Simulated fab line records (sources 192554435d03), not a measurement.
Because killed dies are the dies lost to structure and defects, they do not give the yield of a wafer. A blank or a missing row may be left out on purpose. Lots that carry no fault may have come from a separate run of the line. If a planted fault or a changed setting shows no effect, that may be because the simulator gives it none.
fab line records | flow n5Finfet | part 2 of 2: steps 24 to 31 of 31
[record] lots = 5 wafers = 15 lastDay = 16
route steps=1938 shown FIN_SAQP@97
lots that met no fault: from a run of the same line without faults
startH: hours from the record's opening day to when the first of the lot's shown wafers began | waitH: hours from the lot's prior step to this one | " identical to the entry in the row above | L1.1+2: a row that stands for several wafers | - either no value or no given start | * or withheld: withheld | < > ~ a bound
route shown NAME@n: names a module that has steps shown in the file, with the first one's number in the route | usual: average and standard deviation across the fault-free wafers | same: alike in all rows | chamber/n: place in a boat | sites: each site's reading | _std_site: the standard deviation of these | _edge_site: outer sites' mean less inner sites' | radiusMm: how far each site lies from the wafer's centre | mask NAME#n: copy n | behind: tool/chamber where the wafer was last shaped | hold: the reason the lot was held/the length of the hold in hours/how it ended | device: whichever transistor did not switch (one of n, p or np) | end of line: the route-end tests of the same wafers | for a step that has no rows: nothing shown but its recipe | killed: not the wafer's yield, but the dies lost to structure and defects at the first sort | map: dies across one wafer; x = killed, . = not, _ = none there
set.NAME: setting as actually run; set.NAME@STEP: the setting as run at that earlier step | model.NAME: the simulator's own value behind a step, which no gauge read
certain route steps with their lots: each step a table, each wafer a row
services: the hour from which a tool's chamber was out of use, counted from the record's first day as startH (under 0 if before that day), plus the number of hours and why
[[steps]]
[step N5_FIN_SAQP_MANDREL_ETCH_22]
[recipe] targetDepthA = 600 chemistry = HBr/Cl2 target = a-Si stopOn = SiNx btTimeS = 10 overEtchFrac = 0.5 timeS = 30 pressureMtorr = 10 icpW = 800 biasW = 75 HBr_flow_sccm = 150 Cl2_flow_sccm = 80 ends = endPoint
[usual] drypumpMotorCurrentA = 5.5/0.32 heBacksideLeakSccm = 2.7/0.32 oesProductAu = 0.761/0.014 throttleValvePct = 35.4/0.38
[same] overEtchFrac = 0.5
// columns lot.wafer tool chamber startH waitH drypumpMotorCurrentA heBacksideLeakSccm oesProductAu rfHoursCounterH throttleValvePct
L078.2 rieSi-05 0 46.37 0.0 5.6 3.2 0.757 175 36.0
L078.4 " 2 " " 5.7 2.8 0.736 90 35.2
L078.6 " 1 " " 4.8 2.8 0.760 - 35.1
L081.2 rieSi-01 1 64.69 0.0 5.9 2.3 0.740 110 34.8
L081.3 " 2 " " 5.4 2.4 0.762 38 35.6
L081.4 " 0 " " 5.2 3.0 0.769 43 35.8
L087.3 rieSi-01 3 100.66 0.0 5.6 2.7 0.752 54 35.1
L087.4 " 0 " " 5.2 2.9 0.769 44 35.8
L087.6 " 0 " " 5.2 3.0 0.774 - 35.8
L088.1 rieSi-01 3 106.31 0.0 5.6 2.6 0.757 55 35.1
L088.2 " 0 " " 5.2 2.8 0.768 44 35.8
L088.5 " 0 " " 5.2 2.8 0.770 - 35.8
L093.2 rieSi-01 3 136.75 0.0 5.6 2.4 0.765 55 35.1
L093.5 " 2 " " 5.4 2.5 0.787 - 35.6
L093.6 " 1 " " 5.9 2.5 0.756 - 34.8
[step N5_FIN_SAQP_STRIP_55]
[recipe] chemistry = N2/H2 powerW = 500 tempC = 40 pressureMtorr = 50 rfFrequencyHz = 6e+07 overashFraction = 0.3 biasPowerW = 28 h2Frac = 0.5 n2FlowSccm = 300 h2FlowSccm = 300
[usual] biasPowerW = 28.00/0.082 drypumpMotorCurrentA = 5.6/0.51 oesProductAu = 0.78/0.095 powerW = 500.0/1.4 rfVppV = 122.0/1.5 showerheadPlenumPTorr = 3.35/0.11 throttleValvePct = 19.0/0.36
// columns lot.wafer tool chamber startH waitH biasPowerW drypumpMotorCurrentA oesProductAu powerW rfHoursCounterH rfVppV showerheadPlenumPTorr throttleValvePct
L078.2 rieDiel-02 1 46.47 0.1 28.07 6.3 0.83 499.5 103 120.7 3.26 18.6
L078.4 " 0 " " 28.00 5.5 0.66 501.4 243 120.4 3.18 19.6
L078.6 " 0 " " 28.18 5.5 0.67 501.0 - 120.3 3.18 19.5
L081.2 rieDiel-02 0 65.01 0.3 27.99 5.5 0.66 502.4 250 121.4 3.18 19.5
L081.3 " 2 " " 27.95 5.8 0.68 502.5 241 124.5 3.47 19.2
L081.4 " 1 " " 28.03 6.2 0.82 503.0 110 121.4 3.26 18.6
L087.3 rieDiel-06 1 100.76 0.1 28.09 6.3 0.67 500.2 247 120.9 3.30 18.7
L087.4 " 2 " " 27.95 5.6 0.73 495.5 180 121.0 3.48 19.6
L087.6 " 2 " " 27.87 5.6 0.73 500.2 - 122.6 3.48 19.6
L088.1 rieDiel-02 0 106.40 0.1 28.07 5.5 0.97 503.1 9 122.9 3.58 19.2
L088.2 " 3 " " 28.08 6.1 0.69 497.9 233 122.8 3.29 18.9
L088.5 " 1 " " 27.91 6.3 0.81 499.0 - 122.1 3.25 18.6
L093.2 rieDiel-01 0 136.85 0.1 27.89 4.7 0.74 501.3 186 121.7 3.35 18.7
L093.5 " 1 " " 28.02 5.1 0.74 499.9 - 121.2 3.24 19.6
L093.6 " 0 " " 27.89 4.7 0.74 498.0 - 121.5 3.35 18.7
[step N5_FIN_SAQP_STRIP_23]
[recipe] chemistry = SPM timeS = 750 tempC = 130 h2so4H2o2VolRatio = 4
// columns lot.wafer tool chamber startH waitH
L078.2+4+6 wetBench-05 0,4,7 46.54 -
L081.2+3+4 wetBench-03 0,2,1 65.07 -
L087.3+4+6 wetBench-05 5,4,2 100.83 -
L088.1+2+5 wetBench-05 5,6,4 106.47 -
L093.2+5+6 wetBench-05 6,3,0 136.92 -
[step N5_FIN_SAQP_SRD_66]
[recipe] dry = ipaMarangoni timeS = 30 tempC = 23 rinseLiquid = diw
// columns lot.wafer tool chamber startH waitH
L078.2+4+6 wetBench-05 0,4,7 46.75 0.0
L081.2+3+4 wetBench-03 0,2,1 65.30 0.0
L087.3+4+6 wetBench-05 5,4,2 101.04 0.0
L088.1+2+5 wetBench-05 5,6,4 106.68 0.0
L093.2+5+6 wetBench-05 6,3,0 137.13 0.0
[step N5_FIN_SAQP_RECESS_75]
[recipe] chemistry = HF/NH3 target = SiO2 targetDepthA = 144 afsCycles = 3 tempC = 30 sublimationTempC = 180 sublimationTimeS = 60
[usual] drypumpMotorCurrentA = 6.15/0.21
// columns lot.wafer tool chamber startH waitH drypumpMotorCurrentA
L078.2 vaporEtch-02 1 46.79 0.0 6.45
L078.4 " 0 " " 5.91
L078.6 " 0 " " 5.90
L081.2 vaporEtch-01 1 65.35 0.0 6.19
L081.3 " 1 " " 6.21
L081.4 " 0 " " 6.05
L087.3 vaporEtch-01 0 101.23 0.2 6.07
L087.4 " 1 " " 6.17
L087.6 " 1 " " 6.15
L088.1 vaporEtch-01 1 106.73 0.0 6.18
L088.2 " 0 " " 6.03
L088.5 " 0 " " 6.01
L093.2 vaporEtch-02 0 137.18 0.0 5.88
L093.5 " 0 " " 5.88
L093.6 " 1 " " 6.48
[step N5_FIN_SAQP_SPACER1_ALD_24]
[recipe] material = SiO2 targetThkA = 203 tempC = 300 aldPrecursorFamily = BDEAS aldCoReactant = O2-plasma pulseTimeS = 1 purgeTimeS = 2 coReactantPurgeTimeS = 2 aldCycles = 218 pressureTorr = 2
[usual] heaterPowerW = 464/70 precursorPulseHeightRel = 0.999/0.02
// columns lot.wafer tool chamber startH waitH heaterPowerW precursorPulseHeightRel
L078.2 aldSin-01 1 47.18 0.3 386 1.007
L078.4 " 0 " " 451 0.993
L078.6 " 2 " " 551 1.022
L081.2 aldSin-04 1 65.77 0.3 384 1.006
L081.3 " 3 " " 437 1.002
L081.4 " 2 " " 395 1.023
L087.3 aldSin-04 1 101.49 0.1 394 0.996
L087.4 " 2 " " 398 1.023
L087.6 " 2 " " 405 0.998
L088.1 aldSin-01 3 107.11 0.3 478 1.002
L088.2 " 1 " " 382 0.992
L088.5 " 0 " " 438 1.034
L093.2 aldSin-01 1 137.56 0.3 394 0.999
L093.5 " 0 " " 444 1.001
L093.6 " 1 " " 395 0.979
[step N5_FIN_SAQP_SPACER1_ETCHBACK_25]
[recipe] chemistry = CHF3/O2 mode = anisotropicEtchback target = SiO2 targetDepthA = 244 timeS = 12.2 pressureMtorr = 30 sourceW = 650 biasW = 170 Ar_flow_sccm = 200 CHF3_flow_sccm = 50 O2_flow_sccm = 5 ionEnergyEv = 200
[usual] drypumpMotorCurrentA = 5.6/0.52 oesProductAu = 0.78/0.098 rfVppV = 520/11 showerheadPlenumPTorr = 2.41/0.083 throttleValvePct = 18.97/0.23
// columns lot.wafer tool chamber startH waitH drypumpMotorCurrentA oesProductAu rfHoursCounterH rfVppV showerheadPlenumPTorr throttleValvePct
L078.2 rieDiel-02 1 48.04 0.5 6.3 0.82 104 508 2.35 18.71
L078.4 " 3 " " 6.1 0.71 215 514 2.38 19.15
L078.6 " 0 " " 5.5 0.67 - 503 2.30 19.16
L081.2 rieDiel-01 0 66.53 0.4 4.7 0.76 157 516 2.39 18.65
L081.3 " 1 " " 5.0 0.77 133 526 2.32 19.26
L081.4 " 0 " " 4.7 0.76 - 516 2.39 18.63
L087.3 rieDiel-01 1 102.21 0.4 5.0 0.75 149 526 2.32 19.30
L087.4 " 3 " " 5.4 0.95 11 538 2.37 18.69
L087.6 " 2 " " 6.2 0.70 - 520 2.48 19.14
L088.1 rieDiel-01 3 107.92 0.5 5.4 0.94 13 537 2.37 18.69
L088.2 " 0 " " 4.7 0.75 175 516 2.38 18.67
L088.5 " 0 " " 4.7 0.74 - 516 2.38 18.67
L093.2 rieDiel-06 3 138.28 0.4 5.6 0.84 76 515 2.34 19.02
L093.5 " 3 " " 5.6 0.83 - 515 2.35 18.99
L093.6 " 2 " " 5.6 0.71 - 505 2.49 19.31
[step N5_FIN_SAQP_MANDREL1_REMOVE_56]
[recipe] chemistry = HBr/Cl2/O2 btTimeS = 10 target = a-Si stopOn = SiNx endpoint = OES-SiCl overEtchFrac = 1 icpW = 600 biasW = 22 HBr_flow_sccm = 150 Cl2_flow_sccm = 80 O2_flow_sccm = 5 pressureMtorr = 10
[usual] drypumpMotorCurrentA = 5.51/0.28 heBacksideLeakSccm = 2.8/0.36 oesProductAu = 1.007/0.018 throttleValvePct = 36.7/0.35
[same] overEtchFrac = 1
// columns lot.wafer tool chamber startH waitH drypumpMotorCurrentA heBacksideLeakSccm oesProductAu rfHoursCounterH throttleValvePct
L078.2 rieSi-01 0 48.13 0.1 5.19 2.6 1.015 43 37.2
L078.4 " 3 " " 5.57 2.5 1.000 53 36.4
L078.6 " 0 " " 5.20 2.9 1.014 - 37.2
L081.2 rieSi-05 0 66.62 0.1 5.57 3.1 1.011 175 37.4
L081.3 " 3 " " 5.46 2.6 0.990 84 36.8
L081.4 " 1 " " 4.82 3.0 0.987 7 36.5
L087.3 rieSi-04 1 102.34 0.1 5.43 2.9 1.018 - 36.3
L087.4 " 3 " " 5.28 3.1 1.016 - 36.6
L087.6 " 1 " " 5.44 3.1 1.017 - 36.3
L088.1 rieSi-04 2 108.00 0.1 6.02 3.2 1.026 101 36.9
L088.2 " 3 " " 5.24 3.0 1.018 51 36.6
L088.5 " 0 " " 5.61 2.9 1.028 - 36.5
L093.2 rieSi-04 0 138.36 0.1 5.59 2.5 1.013 192 36.5
L093.5 " 1 " " 5.43 2.7 1.021 - 36.3
L093.6 " 2 " " 5.99 3.1 1.022 - 37.0
[[services]]
// columns tool chamber startH hours kind
rieDiel-01 0 24.21 21.6 repair
rieSi-04 2 27.55 11.5 repair
rieDiel-06 1 34.50 8.1 repair
vaporEtch-02 - 34.53 0.8 repair
rieDiel-01 1 38.11 1.3 repair
rieDiel-06 1 44.87 4.8 repair
wetBench-05 - 48.92 1.9 pm
arfiScanner-01 - 51.08 0.2 repair
vaporEtch-01 - 55.34 0.3 repair
rieDiel-01 3 59.97 1.7 repair
rieDiel-02 - 72.54 11.6 repair
rieSi-04 - 86.73 2.8 pm
arfiScanner-01 - 89.98 1.3 pm
rieSi-04 0 96.68 7.0 repair
rieDiel-02 2 96.77 1.5 repair
rieSi-04 2 99.52 3.7 repair
vaporEtch-01 - 102.34 1.2 repair
arfiScanner-01 - 108.32 1.0 pm
vaporEtch-01 0 113.35 4.4 repair
arfiScanner-01 - 123.49 4.9 pm
rieDiel-01 3 130.35 4.5 repair
pecvd-04 - 130.72 0.6 repair
wetBench-05 - 132.77 1.7 repair
pecvd-02 - 136.68 2.8 pm
